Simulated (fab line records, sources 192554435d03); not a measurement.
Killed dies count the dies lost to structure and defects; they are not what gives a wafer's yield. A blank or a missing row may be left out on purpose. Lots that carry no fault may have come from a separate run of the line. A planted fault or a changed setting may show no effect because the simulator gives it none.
fab line records    flow n5Finfet
[record] lots = 11  wafers = 33  lastDay = 18
route steps=1938 shown BEOL_M13@1670 PASSIVATION@1936
lots that met no fault: taken from a fault-free run of the same line
startH: the number of hours between the record's first day and the start of the first shown wafer of the lot    waitH: hours since the lot's step before    " same as the row above    L1.1+2: a single row standing in for several wafers    - value missing, or start not given    * or withheld: withheld    < > ~ a bound
route shown NAME@n: NAME is a module with steps in the file, n the number in the route of the first one    usual: mean/standard deviation of fault-free wafers    same: alike in all rows    chamber/n: place in a boat    sites: each site's reading    _std_site: standard deviation across them    _edge_site: inner sites' mean taken away from outer sites' mean    radiusMm: how far each site lies from the wafer's centre    mask NAME#n: copy n    behind: the last tool/chamber to shape the wafer    hold: reason for holding the lot/hours on hold/outcome of the hold    device: transistor that didn't switch, given as n, p or np    end of line: the tests these same wafers got at the end of their route    a step given without rows: its recipe and nothing more    killed: count of dies lost to structure and defects at first sort (not the wafer's yield)    map: per-die view of a wafer (x killed, . not killed, _ where there is no die)
set.NAME: the run value of the setting; set.NAME@STEP: its run value at that earlier step    model.NAME: the simulator's own value behind a step, which no gauge read
a sample of lots followed through the steps of the route, with each step as a table and each wafer as a row
services: the hour from which a tool's chamber was out of use, counted from the record's first day as startH (under 0 if before that day), plus the number of hours and why
[[steps]]
[step N5_BEOL_M13_OVL_MEAS_11]
[recipe] pointsPerWafer = 44
[usual] V12_OVL = -6/5.7
lot.wafer  tool        chamber  startH  waitH  V12_OVL[nm]
L182.2     overlay-01  0        245.64  0.0    0
L182.3     "           0        "       "      4
L182.5     "           0        "       "      1
L184.1     overlay-01  0        251.44  0.0    -4
L184.3     "           0        "       "      -10
L184.5     "           0        "       "      -2
L185.2     overlay-02  0        259.61  0.0    -5
L185.5     "           0        "       "      -11
L185.6     "           0        "       "      0
L187.2     overlay-01  0        275.51  0.0    -4
L187.5     "           0        "       "      -11
L187.6     "           0        "       "      1
L188.2     overlay-01  0        290.85  0.0    1
L188.3     "           0        "       "      -12
L188.6     "           0        "       "      -1
L193.2     overlay-02  0        309.97  0.0    6
L193.3     "           0        "       "      -6
L193.5     "           0        "       "      -6
L194.1     overlay-02  0        320.27  0.0    -21
L194.5     "           0        "       "      -14
L194.6     "           0        "       "      -7
L195.2     overlay-02  0        326.85  0.0    0
L195.3     "           0        "       "      -11
L195.5     "           0        "       "      -6
L201.1     overlay-02  0        388.85  0.0    -6
L201.4     "           0        "       "      -5
L201.5     "           0        "       "      -12
L204.2     overlay-02  0        394.51  0.0    1
L204.3     "           0        "       "      -8
L204.6     "           0        "       "      -3
L205.1     overlay-02  0        409.14  0.0    -15
L205.5     "           0        "       "      -15
L205.6     "           0        "       "      -5
[step N5_BEOL_M13_INSPECT_12]
[recipe] mode = adi  inspectInstrument = macro
[usual] rawDefectCount = 2.1/1.4
lot.wafer  tool              chamber  startH  waitH  rawDefectCount
L182.2     defectInspect-01  -        245.67  0.0    4
L182.3     "                 -        "       "      2
L182.5     "                 -        "       "      3
L184.1     defectInspect-02  -        251.47  0.0    0
L184.3     "                 -        "       "      1
L184.5     "                 -        "       "      1
L185.2     defectInspect-02  -        259.64  0.0    2
L185.5     "                 -        "       "      3
L185.6     "                 -        "       "      3
L187.2     defectInspect-02  -        275.53  0.0    0
L187.5     "                 -        "       "      1
L187.6     "                 -        "       "      5
L188.2     defectInspect-01  -        290.87  0.0    2
L188.3     "                 -        "       "      1
L188.6     "                 -        "       "      0
L193.2     defectInspect-01  -        310.00  0.0    0
L193.3     "                 -        "       "      1
L193.5     "                 -        "       "      0
L194.1     defectInspect-01  -        320.29  0.0    4
L194.5     "                 -        "       "      2
L194.6     "                 -        "       "      2
L195.2     defectInspect-02  -        326.88  0.0    1
L195.3     "                 -        "       "      1
L195.5     "                 -        "       "      4
L201.1     defectInspect-01  -        388.88  0.0    3
L201.4     "                 -        "       "      2
L201.5     "                 -        "       "      1
L204.2     defectInspect-01  -        394.53  0.0    1
L204.3     "                 -        "       "      2
L204.6     "                 -        "       "      4
L205.1     defectInspect-02  -        409.16  0.0    3
L205.5     "                 -        "       "      2
L205.6     "                 -        "       "      3
[step N5_BEOL_M13_COAT_65]
[recipe] resist = SOC  tempC = 250  timeS = 60  spinRpm = 1500  resistThkNm = 350
[usual] heaterPowerTotalW = 500.7/1.8  plateTempC = 249.95/0.18  spinSpeedRpm = 1500.0/0.99
lot.wafer  tool           chamber  startH  waitH  heaterPowerTotalW  plateTempC  spinSpeedRpm
L182.2     lithoTrack-02  0        246.27  0.0    503.1              250.05      1501.0
L182.3     "              0        "       "      499.1              250.15      1500.2
L182.5     "              0        "       "      502.4              249.97      1502.0
L184.1     lithoTrack-03  0        252.29  0.0    501.6              250.10      1500.6
L184.3     "              0        "       "      501.4              250.01      1500.1
L184.5     "              0        "       "      497.7              250.03      1501.4
L185.2     lithoTrack-03  0        260.24  0.0    501.5              249.89      1499.2
L185.5     "              0        "       "      501.4              249.82      1499.5
L185.6     "              0        "       "      501.9              250.06      1498.9
L187.2     lithoTrack-05  0        276.49  0.0    501.5              249.86      1499.6
L187.5     "              0        "       "      501.9              249.66      1499.4
L187.6     "              0        "       "      502.5              249.93      1498.9
L188.2     lithoTrack-02  0        291.48  0.0    500.2              249.93      1498.7
L188.3     "              0        "       "      502.7              249.86      1498.8
L188.6     "              0        "       "      499.9              249.94      1499.9
L193.2     lithoTrack-05  0        310.60  0.0    512.5              253.86      1501.2
L193.3     "              0        "       "      510.9              253.86      1501.4
L193.5     "              0        "       "      511.7              254.02      1499.5
L194.1     lithoTrack-05  0        320.89  0.0    507.4              253.53      1500.5
L194.5     "              0        "       "      507.5              253.75      1500.8
L194.6     "              0        "       "      507.4              253.88      1500.4
L195.2     lithoTrack-05  0        327.49  0.0    509.3              253.70      1498.1
L195.3     "              0        "       "      509.8              253.88      1498.5
L195.5     "              0        "       "      510.9              253.94      1500.5
L201.1     lithoTrack-03  0        389.48  0.0    502.4              249.73      1499.8
L201.4     "              0        "       "      503.0              250.02      1499.9
L201.5     "              0        "       "      497.9              250.08      1500.1
L204.2     lithoTrack-05  0        395.13  0.0    500.2              250.06      1499.7
L204.3     "              0        "       "      499.5              250.11      1501.9
L204.6     "              0        "       "      498.6              250.44      1500.0
L205.1     lithoTrack-05  0        409.76  0.0    498.3              249.50      1498.9
L205.5     "              0        "       "      498.5              249.83      1499.9
L205.6     "              0        "       "      500.1              249.88      1501.8
[step N5_BEOL_M13_DESCUM_33]
[recipe] chemistry = O2  timeS = 7.9  sourcePowerW = 50  biasPowerW = 20  pressureMtorr = 20  rfFrequencyHz = 2.712e+07  tempC = 40  o2FlowSccm = 225
[usual] drypumpMotorCurrentA = 5.6/0.45  oesProductAu = 0.77/0.09  rfVppV = 243.4/1.2  showerheadPlenumPTorr = 2.11/0.055  throttleValvePct = 20.53/0.25
lot.wafer  tool        chamber  startH  waitH  drypumpMotorCurrentA  oesProductAu  rfHoursCounterH  rfVppV  showerheadPlenumPTorr  throttleValvePct
L182.2     rieDiel-05  0        246.97  0.2    5.8                   0.72          207              244.0   2.19                   20.74
L182.3     "           2        "       "      5.3                   0.71          196              242.7   2.09                   20.44
L182.5     "           0        "       "      5.8                   0.72          -                243.9   2.19                   20.75
L184.1     rieDiel-05  3        252.79  0.0    5.8                   0.73          183              242.5   2.08                   20.54
L184.3     "           0        "       "      5.8                   0.72          209              245.0   2.19                   20.76
L184.5     "           2        "       "      5.2                   0.71          -                242.3   2.09                   20.45
L185.2     rieDiel-03  1        260.74  0.0    5.1                   0.75          174              243.4   2.11                   20.68
L185.5     "           3        "       "      5.6                   0.75          -                243.9   2.18                   20.81
L185.6     "           0        "       "      5.5                   0.84          -                241.6   2.04                   20.49
L187.2     rieDiel-05  1        277.00  0.0    5.6                   0.69          211              241.8   2.08                   20.60
L187.5     "           0        "       "      5.8                   0.70          -                244.4   2.18                   20.75
L187.6     "           1        "       "      5.6                   0.70          -                243.6   2.08                   20.60
L188.2     rieDiel-05  1        291.85  0.0    5.6                   0.69          216              243.1   2.08                   20.61
L188.3     "           3        "       "      5.8                   0.72          197              243.3   2.07                   20.56
L188.6     "           0        "       "      5.8                   0.70          -                244.0   2.18                   20.77
L193.2     rieDiel-05  2        311.18  0.1    5.2                   0.69          218              242.0   2.08                   20.47
L193.3     "           3        "       "      5.8                   0.71          203              242.7   2.07                   20.56
L193.5     "           3        "       "      5.8                   0.71          -                242.9   2.07                   20.57
L194.1     rieDiel-05  3        321.27  0.0    5.8                   0.71          206              241.8   2.07                   20.58
L194.5     "           0        "       "      5.8                   0.69          -                244.7   2.18                   20.78
L194.6     "           1        "       "      5.5                   0.69          -                243.9   2.07                   20.62
L195.2     rieDiel-04  3        328.04  0.1    4.9                   0.93          16               242.1   2.06                   20.41
L195.3     "           2        "       "      6.5                   0.90          20               245.4   2.23                   20.02
L195.5     "           2        "       "      6.5                   0.91          -                246.2   2.23                   20.02
L201.1     rieDiel-04  2        390.14  0.2    6.5                   0.87          42               246.0   2.22                   20.04
L201.4     "           1        "       "      5.5                   0.72          179              242.6   2.08                   20.85
L201.5     "           3        "       "      5.0                   0.90          -                242.3   2.06                   20.42
L204.2     rieDiel-04  3        395.66  0.1    5.0                   0.88          36               240.8   2.06                   20.43
L204.3     "           2        "       "      6.5                   0.87          45               246.3   2.22                   20.05
L204.6     "           1        "       "      5.5                   0.72          -                243.6   2.08                   20.85
L205.1     rieDiel-03  0        410.14  0.0    5.4                   0.78          128              241.3   2.02                   20.58
L205.5     "           3        "       "      5.6                   0.71          -                245.9   2.16                   20.91
L205.6     "           2        "       "      5.1                   0.86          -                244.0   2.12                   20.15
[step N5_PASSIVATION_PROBE_49]
[usual] defectLimitedYield = 91.4/1.3  killed_at_M0_to_M3 = 34/10  killed_at_M4_up = 14/5.6  killedAtContacts = 13/5.9  killedAtFrontEnd = 37/9.9  killedAtOther = 3.5/2.8  killedDies = 101/15  killedOpen = 67/12  killedShort = 32/6.6  sort_bin_5_function = 5.0/0.81  sort_bin_6_memory = 3.2/0.66  sort_bin_8_speed = 0.00/0.007  sortNPass = 1079/15  sortYieldPct = 91.4/1.3
[same] grossDies = 1180  killedAtBackSide = 0  sort_bin_4_leakage[%] = 0
lot.wafer  tool       chamber  startH  waitH  defectLimitedYield[%]  killed_at_M0_to_M3  killed_at_M4_up  killedAtContacts  killedAtFrontEnd  killedAtOther  killedDies  killedOpen  killedShort  sort_bin_5_function[%]  sort_bin_6_memory[%]  sort_bin_8_speed[%]  sortNPass  sortYieldPct[%]
L193.2     prober-01  -        342.33  0.1    92.4                   20                  13               21                34                2              90          60          29           4.5                     2.9                   0                    1090       92.4
L193.3     prober-01  -        342.38  0.1    92.6                   17                  10               16                36                8              87          52          30           3.6                     2.7                   0                    1093       92.6
L193.5     prober-01  -        342.48  0.2    92.3                   20                  11               18                39                3              91          58          30           5.1                     2.2                   0                    1089       92.3
L194.1     prober-01  -        352.87  0.0    91.3                   35                  16               16                33                3              103         72          28           5.6                     2.7                   0                    1077       91.3
L194.5     prober-01  -        353.07  0.2    92.0                   18                  35               6                 33                2              94          65          29           5.1                     2.5                   0                    1086       92.0
L194.6     prober-01  -        353.12  0.3    92.0                   13                  17               7                 54                3              94          66          27           4.1                     3.6                   0                    1086       92.0
L204.2     prober-02  -        423.61  0.1    90.8                   44                  10               9                 42                4              109         72          37           5.7                     3.3                   0                    1071       90.8
L204.3     prober-02  -        423.66  0.1    91.2                   26                  15               15                43                5              104         68          35           4.8                     3.7                   0                    1076       91.2
L204.6     prober-02  -        423.81  0.3    92.1                   39                  19               10                24                1              93          55          38           4.7                     3.1                   0                    1087       92.1
// killed by level:class
L193.2 MOL_CONTACT_COAG:geometricParticle:open=15 FIN_SAQP:geometricParticle:open=6 MOL_CONTACT_COAG:geometricParticle:short=6 BEOL_M4:geometricParticle:open=6 FIN_SAQP:geometricParticle:short=5 BEOL_M0_SAQP:geometricParticle:open=5 DUMMY_GATE:geometricParticle:open=4 BEOL_M0_SAQP:geometricParticle:short=4
L193.3 MOL_CONTACT_COAG:geometricParticle:open=14 FIN_SAQP:geometricParticle:short=8 FIN_SAQP:geometricParticle:open=7 BEOL_M4:geometricParticle:open=6 STI_FIN_REVEAL:geometricParticle:open=5 HKMG_FIN:areaEtch=5 BEOL_M0_SAQP:geometricParticle:short=4 BEOL_M2:geometricParticle:open=4
L193.5 MOL_CONTACT_COAG:geometricParticle:open=15 FIN_SAQP:geometricParticle:open=9 FIN_SAQP:geometricParticle:short=7 BEOL_M0:geometricParticle:open=6 BEOL_M0_SAQP:geometricParticle:open=6 DUMMY_GATE:geometricParticle:open=5 GATE_CUT:geometricParticle:open=4 STARTING-WAFER:geometricParticle:short=4
L194.1 MOL_CONTACT_COAG:geometricParticle:open=14 STI_FIN_REVEAL:geometricParticle:open=12 FIN_SAQP:geometricParticle:open=9 BEOL_M2:geometricParticle:open=7 BEOL_M4:geometricParticle:open=7 BEOL_M3:geometricParticle:short=5 BEOL_M1:geometricParticle:open=5 BEOL_M0_SAQP:geometricParticle:short=4
L194.5 BEOL_M4:geometricParticle:open=16 STI_FIN_REVEAL:geometricParticle:open=10 BEOL_M5:geometricParticle:open=9 DUMMY_GATE:geometricParticle:open=7 BEOL_M0_SAQP:geometricParticle:open=7 BEOL_M0_SAQP:geometricParticle:short=6 FIN_SAQP:geometricParticle:short=4 MOL_CONTACT_COAG:geometricParticle:open=4
L194.6 FIN_SAQP:geometricParticle:open=18 STI_FIN_REVEAL:geometricParticle:open=13 FIN_SAQP:geometricParticle:short=8 BEOL_M4:geometricParticle:open=6 BEOL_M1:geometricParticle:open=5 MOL_CONTACT_COAG:geometricParticle:open=4 BEOL_M6:geometricParticle:open=4 DUMMY_GATE:geometricParticle:open=3
L204.2 FIN_SAQP:geometricParticle:open=14 BEOL_M0_SAQP:geometricParticle:open=12 BEOL_M0_SAQP:geometricParticle:short=10 MOL_CONTACT_COAG:geometricParticle:open=8 BEOL_M1:geometricParticle:open=7 GATE_CUT:geometricParticle:short=5 BEOL_M2:geometricParticle:open=5 BEOL_M3:geometricParticle:open=5
L204.3 MOL_CONTACT_COAG:geometricParticle:open=13 STI_FIN_REVEAL:geometricParticle:open=10 FIN_SAQP:geometricParticle:open=9 DUMMY_GATE:geometricParticle:open=6 BEOL_M0_SAQP:geometricParticle:short=6 FIN_SAQP:geometricParticle:short=4 BEOL_M0_SAQP:geometricParticle:open=4 BEOL_M1:geometricParticle:open=4
L204.6 BEOL_M0_SAQP:geometricParticle:short=11 MOL_CONTACT_COAG:geometricParticle:open=8 BEOL_M3:geometricParticle:open=8 BEOL_M1:geometricParticle:open=6 FIN_SAQP:geometricParticle:open=5 FIN_SAQP:geometricParticle:short=5 GATE_CUT:geometricParticle:short=5 BEOL_M0_SAQP:geometricParticle:open=4
[[services]]
tool           chamber  startH  hours  kind
rieDiel-04     3        230.43  -      clean
rieDiel-04     3        230.43  -      consumableReplace:focusRing
rieDiel-04     3        230.43  24.4   scheduledDown
rieDiel-04     3        230.43  24.4   ventCycle
rieDiel-03     1        238.76  4.5    repair
rieDiel-04     2        254.91  -      clean
rieDiel-04     2        254.91  -      consumableReplace:focusRing
rieDiel-04     2        254.91  -      consumableReplace:showerhead
rieDiel-04     2        254.91  16.8   scheduledDown
rieDiel-04     2        254.91  16.8   ventCycle
rieDiel-04     3        285.00  27.2   repair
lithoTrack-02  -        319.96  -      consumableReplace:filter
rieDiel-04     0        322.48  6.7    repair
rieDiel-04     -        351.21  1.5    repair
rieDiel-05     1        366.16  8.4    repair
rieDiel-05     -        374.16  14.6   pm
rieDiel-04     3        378.16  8.3    repair
rieDiel-05     0        389.04  11.5   repair
rieDiel-04     0        395.62  -      clean
rieDiel-04     0        395.62  -      consumableReplace:focusRing
rieDiel-04     0        395.62  24.4   scheduledDown
rieDiel-04     0        395.62  24.4   ventCycle
rieDiel-03     1        396.85  17.9   repair
[[key]]
[firstSign] step = N5_BEOL_M13_COAT_65  reading = plateTempC  direction = up  sigmas = 21  usual = *  struck = *
[effect] step = N5_BEOL_M13_COAT_65  reading = heaterPowerTotalW  direction = up  sigmas = 5.1  usual = *  struck = *
metAt N5_BEOL_M13_COAT_65
struckLots L193,L194,L195
notActingAt N5_BEOL_M13_OVL_MEAS_11,N5_BEOL_M13_INSPECT_12,N5_BEOL_M13_DESCUM_33
onsetBetween 276.49 310.60
[fault] kind = processParameterDrift  tool = lithoTrack-05  chamber = -  onsetH = 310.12  steps = N5_BEOL_M13_COAT_65  channel = tempC  offset = *  shape = step  endH = 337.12  actsIn = *  stated = *
